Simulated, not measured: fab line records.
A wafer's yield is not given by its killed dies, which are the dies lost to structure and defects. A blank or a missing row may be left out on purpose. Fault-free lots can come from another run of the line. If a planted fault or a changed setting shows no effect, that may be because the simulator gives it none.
Which of the tools did it?    flow nand-harc    33 wafers from 11 lots sampled at 7 of the route's 1302 steps

== WHAT EACH GAUGE READ, for each wafer ==
NHARC_P_STI_INSPECT_25.
lot   measured      on                 raw-defect-count
L900  day 4 08:08   defect-inspect-02  140 266 268
L902  day 5 06:14   defect-inspect-02  239 117 175
L904  day 6 01:04   defect-inspect-01  428 382 312
L906  day 7 06:06   defect-inspect-01  248 399 218
L907  day 7 09:11   defect-inspect-02  210 151 185
L909  day 8 09:52   defect-inspect-02  271 307 370
L913  day 9 23:41   defect-inspect-02  217 167 126
L914  day 10 05:22  defect-inspect-02  299 287 313
L917  day 11 11:38  defect-inspect-01  201 260 297
L921  day 13 03:41  defect-inspect-02  292 212 208
L922  day 13 11:58  defect-inspect-02  262 442 512

NHARC_P_GATE_CD_MEAS_26 targets a cd of 120 nm.
lot   measured      on         cd-nm (nm)
L900  day 5 07:44   cd-sem-01  120.3 119.8 120.5
L902  day 6 05:19   cd-sem-02  120.4 120.2 121.5
L904  day 6 23:44   cd-sem-01  120.1 120.1 119.3
L906  day 8 04:12   cd-sem-01  121.4 120.7 121.1
L907  day 8 09:38   cd-sem-01  120.7 120.6 120.5
L909  day 9 14:49   cd-sem-02  119.6 119.3 120.7
L913  day 10 23:43  cd-sem-02  75.1 76.3 75.7
L914  day 11 04:03  cd-sem-02  119.1 119.7 120.0
L917  day 12 10:19  cd-sem-02  120.4 120.5 119.2
L921  day 14 04:23  cd-sem-01  121.0 120.2 120.9
L922  day 14 11:25  cd-sem-02  118.9 119.1 119.7

NHARC_P_GATE_CD_MEAS_33.
lot   measured      on         cd-nm (nm)
L900  day 5 08:43   cd-sem-03  122.1 122.0 125.6
L902  day 6 06:18   cd-sem-03  122.8 122.1 125.9
L904  day 7 00:49   cd-sem-01  122.1 125.0 122.4
L906  day 8 05:13   cd-sem-02  124.9 127.9 124.9
L907  day 8 10:37   cd-sem-03  119.2 122.0 118.6
L909  day 9 15:48   cd-sem-01  124.1 119.9 120.9
L913  day 11 00:42  cd-sem-01  74.6 74.4 74.0
L914  day 11 05:02  cd-sem-02  122.3 115.9 114.4
L917  day 12 11:19  cd-sem-01  119.2 122.9 116.9
L921  day 14 05:22  cd-sem-02  120.3 119.5 118.8
L922  day 14 12:28  cd-sem-01  118.0 118.1 118.7

NHARC_END_SORT_01.
lot   measured      on         killed-at-array  killed-at-other  killed-at-periphery  killed-dies  killed-open  killed-short
L913  day 30 02:14  prober-01  64 73 77         3 1 1            610 603 599          677 677 677  0 2 3        0 3 2

== WHAT TOOL EACH LOT RAN ON (gives the tool, then ch and the chambers of the sampled wafers, and finally the start) ==
lot   NHARC_P_GATE_EXPOSE_23              NHARC_P_GATE_DESCUM_31              NHARC_P_GATE_STRIP_108
L900  arfi-scanner-02 ch 0, day 5 07:35   rie-diel-10 ch 1,3, day 5 07:55     rie-diel-07 ch 1,2, day 5 08:32
L902  arfi-scanner-03 ch 0, day 6 05:11   rie-diel-10 ch 0,3, day 6 05:29     rie-diel-10 ch 0,1,2, day 6 06:08
L904  arfi-scanner-03 ch 0, day 6 23:36   rie-diel-02 ch 0,2, day 6 23:55     rie-diel-02 ch 2,3, day 7 00:37
L906  arfi-scanner-02 ch 0, day 8 04:04   rie-diel-02 ch 1,3, day 8 04:23     rie-diel-10 ch 1,2,3, day 8 05:02
L907  arfi-scanner-01 ch 0, day 8 09:30   rie-diel-02 ch 1,2,3, day 8 09:50   rie-diel-10 ch 0,1,3, day 8 10:29
L909  arfi-scanner-01 ch 0, day 9 14:41   rie-diel-02 ch 0,2,3, day 9 15:00   rie-diel-02 ch 0,2, day 9 15:37
L913  arfi-scanner-01 ch 0, day 10 23:35  rie-diel-02 ch 0,2,3, day 10 23:55  rie-diel-02 ch 1,2,3, day 11 00:33
L914  arfi-scanner-01 ch 0, day 11 03:55  rie-diel-02 ch 2,3, day 11 04:14    rie-diel-07 ch 1,2, day 11 04:52
L917  arfi-scanner-03 ch 0, day 12 10:11  rie-diel-07 ch 0,1,3, day 12 10:31  rie-diel-02 ch 0,1,2, day 12 11:08
L921  arfi-scanner-01 ch 0, day 14 04:14  rie-diel-07 ch 1,2,3, day 14 04:34  rie-diel-02 ch 1,2,3, day 14 05:11
L922  arfi-scanner-01 ch 0, day 14 11:17  rie-diel-10 ch 2,3, day 14 11:38    rie-diel-02 ch 0,2,3, day 14 12:17
- NHARC_P_GATE_EXPOSE_23: exposes mask P GATE, target cd 120 nm.
- NHARC_P_GATE_DESCUM_31: chemistry O2, time 3 s.
- NHARC_P_GATE_STRIP_108: strips in O2.

== AS READ BY THE TOOLS THEMSELVES (means over the sampled wafers that have a number; for cases with no such wafer, the mark the record gives instead) ==
NHARC_P_GATE_EXPOSE_23.
lot   tool             stage-vel-mm-s (mm/s)
L900  arfi-scanner-02  499.91
L902  arfi-scanner-03  500.01
L904  arfi-scanner-03  500.24
L906  arfi-scanner-02  500.25
L907  arfi-scanner-01  499.94
L909  arfi-scanner-01  500.26
L913  arfi-scanner-01  500.25
L914  arfi-scanner-01  499.78
L917  arfi-scanner-03  500.09
L921  arfi-scanner-01  500.33
L922  arfi-scanner-01  499.82

NHARC_P_GATE_DESCUM_31.
lot   tool         drypump-motor-current-A (A)  oes-product-au (a.u.)  rf-vpp-V (V)  showerhead-plenum-p-Torr (Torr)  throttle-valve-pct (%)
L900  rie-diel-10  5.7                          1.004                  58.6          1.86                             11.308
L902  rie-diel-10  5.7                          1.000                  57.4          1.80                             11.298
L904  rie-diel-02  5.7                          1.002                  57.9          1.91                             11.316
L906  rie-diel-02  5.7                          0.987                  57.8          1.92                             11.307
L907  rie-diel-02  5.5                          0.998                  58.6          1.91                             11.310
L909  rie-diel-02  5.7                          0.994                  58.2          1.93                             11.309
L913  rie-diel-02  5.7                          1.005                  57.6          1.93                             11.310
L914  rie-diel-02  5.8                          1.008                  58.1          1.94                             11.319
L917  rie-diel-07  6.1                          0.998                  58.2          1.94                             11.309
L921  rie-diel-07  5.9                          1.010                  58.6          1.98                             11.314
L922  rie-diel-10  5.1                          0.973                  58.2          1.95                             11.307

NHARC_P_GATE_STRIP_108.
lot   tool         drypump-motor-current-A (A)  oes-product-au (a.u.)  rf-vpp-V (V)  showerhead-plenum-p-Torr (Torr)  throttle-valve-pct (%)
L900  rie-diel-07  5.7                          1.000                  58.4          3.77                             17.036
L902  rie-diel-10  5.5                          1.002                  57.2          3.55                             17.043
L904  rie-diel-02  5.8                          0.988                  57.6          3.59                             17.034
L906  rie-diel-10  5.5                          1.000                  57.5          3.56                             17.034
L907  rie-diel-10  5.8                          1.003                  57.8          3.42                             17.028
L909  rie-diel-02  5.5                          1.002                  57.5          3.54                             17.039
L913  rie-diel-02  5.5                          1.009                  58.3          3.52                             17.036
L914  rie-diel-07  5.8                          1.006                  58.5          3.77                             17.039
L917  rie-diel-02  5.4                          1.001                  57.5          3.49                             17.041
L921  rie-diel-02  5.5                          1.011                  58.3          3.52                             17.031
L922  rie-diel-02  5.7                          0.995                  58.1          3.56                             17.032

== THE ANSWER, worked out from the rows above alone ==
Rule: usual is defined by the lots themselves. The widest of any qualifying gaps counts: lots, ordered by their means at a reading, are off when they make up no more than a third of the lots, leave a main group of 4 or more, and stand apart from it by 3 or more times the standard deviation of that group's means. The tables above print the reading to a certain number of digits; a main group whose means all agree to those digits is not used. A lot without any number at a reading at which 4 lots or more have one is off too. The other lots that the step has rows for count as sound. The gauges are gone through in route order, then the tools' own readings, and for those a lot's mean is taken as printed above. At the first step where some lot is off, the reading lying furthest off is the one used; lots without a number count as furthest.
Off: L913 (NHARC_P_GATE_CD_MEAS_26, cd-nm). For the main group the mean is 120.2 nm and the standard deviation 0.55.
If a tool, at a process step before that reading, ran all the lots that are off and no sound lot after the first of them, it fits. Not tried: the gauges at NHARC_P_GATE_CD_MEAS_26; whatever is off there is also off at NHARC_P_GATE_CD_MEAS_33, on other tools, and gauge error can't account for it. No candidate that was tried fits.

== WHAT THE SIMULATOR PUT IN ==
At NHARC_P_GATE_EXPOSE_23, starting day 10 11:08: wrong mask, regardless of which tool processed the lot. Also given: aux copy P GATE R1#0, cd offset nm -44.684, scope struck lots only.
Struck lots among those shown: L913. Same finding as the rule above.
